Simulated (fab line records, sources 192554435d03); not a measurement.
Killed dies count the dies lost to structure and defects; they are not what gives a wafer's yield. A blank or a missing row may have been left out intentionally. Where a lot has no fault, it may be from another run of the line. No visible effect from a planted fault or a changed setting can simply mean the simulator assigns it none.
Chamber matching / flow n5Finfet / 4 sister chambers for N5_BEOL_M8_VIA_ETCH_34 on rieDiel-04
The step etches SiCOH lowk in C4F6/O2, target depth 125.5 nm, time 50.5 s. 18 wafers are shown with their chamber, then 9 later ones without.

## WAFERS, EACH WITH ITS CHAMBER
wafer=L075.2; chamber=2; rfVppV (V)=653; showerheadPlenumPTorr (Torr)=2.79; throttleValvePct (%)=20.81
wafer=L075.4; chamber=3; rfVppV (V)=660; showerheadPlenumPTorr (Torr)=2.86; throttleValvePct (%)=20.90
wafer=L075.6; chamber=0; rfVppV (V)=680; showerheadPlenumPTorr (Torr)=2.99; throttleValvePct (%)=20.54
wafer=L076.1; chamber=0; rfVppV (V)=679; showerheadPlenumPTorr (Torr)=2.99; throttleValvePct (%)=20.57
wafer=L076.2; chamber=2; rfVppV (V)=653; showerheadPlenumPTorr (Torr)=2.79; throttleValvePct (%)=20.83
wafer=L076.5; chamber=3; rfVppV (V)=659; showerheadPlenumPTorr (Torr)=2.85; throttleValvePct (%)=20.90
wafer=L079.1; chamber=0; rfVppV (V)=680; showerheadPlenumPTorr (Torr)=2.99; throttleValvePct (%)=20.54
wafer=L079.2; chamber=2; rfVppV (V)=651; showerheadPlenumPTorr (Torr)=2.79; throttleValvePct (%)=20.84
wafer=L079.6; chamber=0; rfVppV (V)=680; showerheadPlenumPTorr (Torr)=2.99; throttleValvePct (%)=20.55
wafer=L078.2; chamber=2; rfVppV (V)=653; showerheadPlenumPTorr (Torr)=2.78; throttleValvePct (%)=20.86
wafer=L078.4; chamber=1; rfVppV (V)=642; showerheadPlenumPTorr (Torr)=2.91; throttleValvePct (%)=21.04
wafer=L078.5; chamber=0; rfVppV (V)=679; showerheadPlenumPTorr (Torr)=2.98; throttleValvePct (%)=20.58
wafer=L081.3; chamber=1; rfVppV (V)=642; showerheadPlenumPTorr (Torr)=2.90; throttleValvePct (%)=21.05
wafer=L081.4; chamber=2; rfVppV (V)=654; showerheadPlenumPTorr (Torr)=2.78; throttleValvePct (%)=20.83
wafer=L081.5; chamber=3; rfVppV (V)=661; showerheadPlenumPTorr (Torr)=2.85; throttleValvePct (%)=20.92
wafer=L080.1; chamber=2; rfVppV (V)=653; showerheadPlenumPTorr (Torr)=2.78; throttleValvePct (%)=20.85
wafer=L080.3; chamber=0; rfVppV (V)=679; showerheadPlenumPTorr (Torr)=2.98; throttleValvePct (%)=20.58
wafer=L080.6; chamber=3; rfVppV (V)=660; showerheadPlenumPTorr (Torr)=2.85; throttleValvePct (%)=20.94

SIGNATURES (means of the wafers above)
reading=rfVppV; chamber 0=679.50; chamber 1=642.00; chamber 2=652.83; chamber 3=660.00; scatter within a chamber=0.772
reading=showerheadPlenumPTorr; chamber 0=2.9867; chamber 1=2.9050; chamber 2=2.7850; chamber 3=2.8525; scatter within a chamber=0.0054
reading=throttleValvePct; chamber 0=20.5600; chamber 1=21.0450; chamber 2=20.8367; chamber 3=20.9150; scatter within a chamber=0.0179
Rule: a wafer's distance from a chamber is the root of the sum, over the readings, of the square of ((its reading less the chamber's mean) divided by the reading's scatter). If the next closest chamber is less than 2 further off than the closest, the wafer can't be placed; otherwise it belongs to the closest. The scatter is the square root of a quotient: the sum, over the shown wafers, of each reading's squared deviation from its chamber's mean, divided by wafers minus chambers.

## WAFERS WITHOUT THEIR CHAMBER
wafer=L087.3; rfVppV (V)=659; showerheadPlenumPTorr (Torr)=2.84; throttleValvePct (%)=20.95
wafer=L087.5; rfVppV (V)=659; showerheadPlenumPTorr (Torr)=2.84; throttleValvePct (%)=20.95
wafer=L087.6; rfVppV (V)=680; showerheadPlenumPTorr (Torr)=2.97; throttleValvePct (%)=20.59
wafer=L090.2; rfVppV (V)=652; showerheadPlenumPTorr (Torr)=2.77; throttleValvePct (%)=20.88
wafer=L090.3; rfVppV (V)=660; showerheadPlenumPTorr (Torr)=2.84; throttleValvePct (%)=20.95
wafer=L090.4; rfVppV (V)=652; showerheadPlenumPTorr (Torr)=2.77; throttleValvePct (%)=20.89
wafer=L097.1; rfVppV (V)=680; showerheadPlenumPTorr (Torr)=2.96; throttleValvePct (%)=20.64
wafer=L097.2; rfVppV (V)=661; showerheadPlenumPTorr (Torr)=2.83; throttleValvePct (%)=20.98
wafer=L097.3; rfVppV (V)=643; showerheadPlenumPTorr (Torr)=2.89; throttleValvePct (%)=20.71

## EACH ONE'S CHAMBER
wafer=L087.3; from the rows above=3; in truth=3
wafer=L087.5; from the rows above=3; in truth=3
wafer=L087.6; from the rows above=0; in truth=0
wafer=L090.2; from the rows above=2; in truth=2
wafer=L090.3; from the rows above=3; in truth=3
wafer=L090.4; from the rows above=2; in truth=2
wafer=L097.1; from the rows above=0; in truth=0
wafer=L097.2; from the rows above=3; in truth=3
wafer=L097.3; from the rows above=1; in truth=1
Correctly placed: 9 of 9. From these rows, 0 cannot be placed. Placed wrongly: 0.
